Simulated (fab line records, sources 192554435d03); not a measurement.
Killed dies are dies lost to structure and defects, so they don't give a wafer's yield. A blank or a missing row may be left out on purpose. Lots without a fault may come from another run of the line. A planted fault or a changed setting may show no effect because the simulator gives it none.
One fault seen from 2 desks | flow n5_finfet | each desk has only its own numbers; what lay behind them comes last

THE METROLOGY DESK
What the gauges read, lot by lot, whatever tool the lot ran on: means of the sampled wafers that have a number. A lot is out of limits, marked OUT, if its mean lies more than 4 standard deviations from the usual mean; the brackets give that distance. Of its 10 readings 7 are shown: those that lie furthest out on some lot.
Columns: A = DIBL_N at N5_BEOL_M4_RC_MEAS_101, usual 36.3 mV/V; B = IOFF_P at N5_BEOL_M4_RC_MEAS_101, usual 0.211 nA/um; C = ION_P at N5_BEOL_M4_RC_MEAS_101, usual 462 uA/um; D = SS_N at N5_BEOL_M4_RC_MEAS_101, usual 71.5 mV/dec; E = SS_P at N5_BEOL_M4_RC_MEAS_101, usual 73.3 mV/dec; F = VT_N at N5_BEOL_M4_RC_MEAS_101, usual 249.9 mV; G = VT_P at N5_BEOL_M4_RC_MEAS_101, usual -249.8 mV
lot  | first seen here | A    | B     | C   | D    | E    | F     | G
L483 | day 9 18:11     | 36.8 | 0.225 | 461 | 71.9 | 73.8 | 247.7 | -249.3
L485 | day 10 03:50    | 35.6 | 0.220 | 463 | 71.2 | 72.5 | 252.1 | -248.3
L484 | day 10 12:52    | 35.4 | 0.175 | 454 | 71.5 | 73.4 | 249.8 | -253.2
L488 | day 11 17:21    | 37.4 | 0.198 | 456 | 71.0 | 73.0 | 249.2 | -253.0
L489 | day 13 01:34    | 36.8 | 0.208 | 460 | 71.6 | 73.5 | 248.7 | -249.0
L491 | day 13 23:12    | 35.5 | 0.160 | 454 | 71.2 | 72.8 | 253.1 | -255.8
L493 | day 14 12:06    | 37.9 | 0.195 | 454 | 71.8 | 73.4 | 250.9 | -251.5
L505 | day 16 04:41    | 37.7 | 0.238 | 464 | 72.3 | 73.4 | 248.5 | -247.5
L497 | day 17 07:19    | 35.4 | 0.214 | 463 | 71.2 | 73.1 | 248.9 | -247.9
L504 | day 17 17:07    | 36.0 | 0.205 | 460 | 71.8 | 73.2 | 249.1 | -249.5
This desk's finding: nothing out of limits on any of the 10 lots.

THE TOOL OWNER'S DESK: pecvd-03
The tool's own readings at N5_BEOL_M1_PECVD_72 (deposits SiO2 from TEOS/O2, target thk 16 nm, time 18 s): means of the sampled wafers that have a number, for each lot that ran on this tool. A lot is out of limits, marked OUT, if its mean lies more than 4 standard deviations from the usual mean; the brackets give that distance.
Columns: A = heater_power_w at N5_BEOL_M1_PECVD_72, usual 711 W; B = showerhead_plenum_p_Torr at N5_BEOL_M1_PECVD_72, usual 8.75 Torr; C = throttle_valve_pct at N5_BEOL_M1_PECVD_72, usual 22.5 %
lot  | first seen here | A   | B    | C
L484 | day 6 15:26     | 701 | 8.74 | 22.9
L488 | day 7 12:47     | 726 | 8.74 | 22.9
L491 | day 8 11:35     | 743 | 8.71 | 23.1
L493 | day 8 18:58     | 722 | 8.72 | 23.0
L504 | day 11 14:38    | 747 | 8.74 | 22.3
L505 | day 11 20:00    | 724 | 8.77 | 22.2
This desk's finding: nothing out of limits on any of the 6 lots.

PUT TOGETHER
The metrology desk saw nothing out of limits.
The tool owner's desk saw nothing out of limits.

WHAT THE SIMULATOR HAD PUT IN
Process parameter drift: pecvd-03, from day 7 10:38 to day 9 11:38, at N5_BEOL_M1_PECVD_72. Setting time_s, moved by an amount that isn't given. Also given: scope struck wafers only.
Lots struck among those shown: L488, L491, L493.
